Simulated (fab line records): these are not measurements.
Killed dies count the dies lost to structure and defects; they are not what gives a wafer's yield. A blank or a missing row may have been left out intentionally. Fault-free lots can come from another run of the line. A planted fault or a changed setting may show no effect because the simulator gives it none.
Split-lot experiment -- flow n5_finfet -- on a route of 1938 steps: 7 lots, 21 wafers read

ABOUT THE SPLIT
At N5_GATE_CUT_COAT_27 (time 60 s, resist thk 10 nm), the setting spin_rpm was moved away from the recipe's 1500 rpm on 2 of the 21 wafers read, by -6.9% to -4.0%. All remaining wafers had this setting at the recipe value.

FROM THE SPLIT TO THE READING: what the file shows between them, 1 step
- N5_GATE_CUT_DESCUM_18: chemistry O2, time 7 s (also split here: time_s)

THE READING
etch.depth_nm (the simulator's own value, which no gauge read), in nm, at N5_GATE_CUT_ETCH_28 (etches underlayer in N2/H2, target depth 13 nm, time 10.4 s). There is no usual value for it anywhere in the file. The 19 wafers here that ran the recipe average 10.023 nm, standard deviation 0.02 nm.

wafer,"tool, chamber at the split","spin_rpm as run, rpm",against the recipe,"etch.depth_nm, nm",against lot-mates on the recipe
L075.2,"litho_track-03, 0",1500,recipe,10.03,-
L075.3,"litho_track-03, 0",1500,recipe,9.993,-
L075.4,"litho_track-03, 0",1500,recipe,10.01,-
L077.4,"litho_track-02, 0",1500,recipe,10.03,-
L077.5,"litho_track-02, 0",1440,-4.0%,10.23,+0.205
L077.6,"litho_track-02, 0",1500,recipe,10.02,-
L079.4,"litho_track-02, 0",1500,recipe,10.04,-
L079.5,"litho_track-02, 0",1500,recipe,10,-
L079.6,"litho_track-02, 0",1500,recipe,10.01,-
L085.2,"litho_track-01, 0",1500,recipe,10.02,-
L085.4,"litho_track-01, 0",1397,-6.9%,10.34,+0.330
L085.6,"litho_track-01, 0",1500,recipe,10,-
L086.2,"litho_track-02, 0",1500,recipe,10.07,-
L086.4,"litho_track-02, 0",1500,recipe,10.02,-
L086.5,"litho_track-02, 0",1500,recipe,10,-
L088.2,"litho_track-01, 0",1500,recipe,10.01,-
L088.5,"litho_track-01, 0",1500,recipe,10.04,-
L088.6,"litho_track-01, 0",1500,recipe,10.02,-
L097.1,"litho_track-01, 0",1500,recipe,10.05,-
L097.6,"litho_track-01, 0",1500,recipe,10.05,-
L097.3,"litho_track-01, 0",1500,recipe,10.02,-

THE FIT
A straight line over all 21 wafers: etch.depth_nm changes by -0.0476 nm for each +1% of spin_rpm; r = -0.97; the points scatter about the line by 0.02 nm.
The same after taking each lot's own level away (the mean of its wafers on the recipe; 21 wafers): -0.0488 nm for each +1%; r = -0.98; scatter 0.017 nm.
On that fit, the largest move of spin_rpm shifts the reading by 0.34 nm.
Across the lots, their own levels run from 10.0100 to 10.0400 nm, a range of 1.5 times the standard deviation given above.
The two slopes are in agreement: the lot-to-lot level therefore moves the slope only a little.
Check: +0.352 nm against its lot-mates is what the line predicts for one of the wafers moved furthest among these (-6.9%) when that wafer is left out of the fit. It came out at +0.33 nm against them.

FURTHER SPLITS ON THESE WAFERS
Note: prior to the reading, these wafers also went through further splits. Each is held against what the fit with the lots' levels taken away leaves over:
other split on the same wafers,wafers away from the commonest value,r with etch.depth_nm (lot level and that fit taken away)
N5_HKMG_FIN_COAT_43 spin_rpm,7,+0.15
N5_GATE_CUT_DESCUM_18 time_s,6,-0.08

FILE'S OWN FIT
etch.depth_nm changes by -0.0489 nm for each +1% of spin_rpm, r = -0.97.
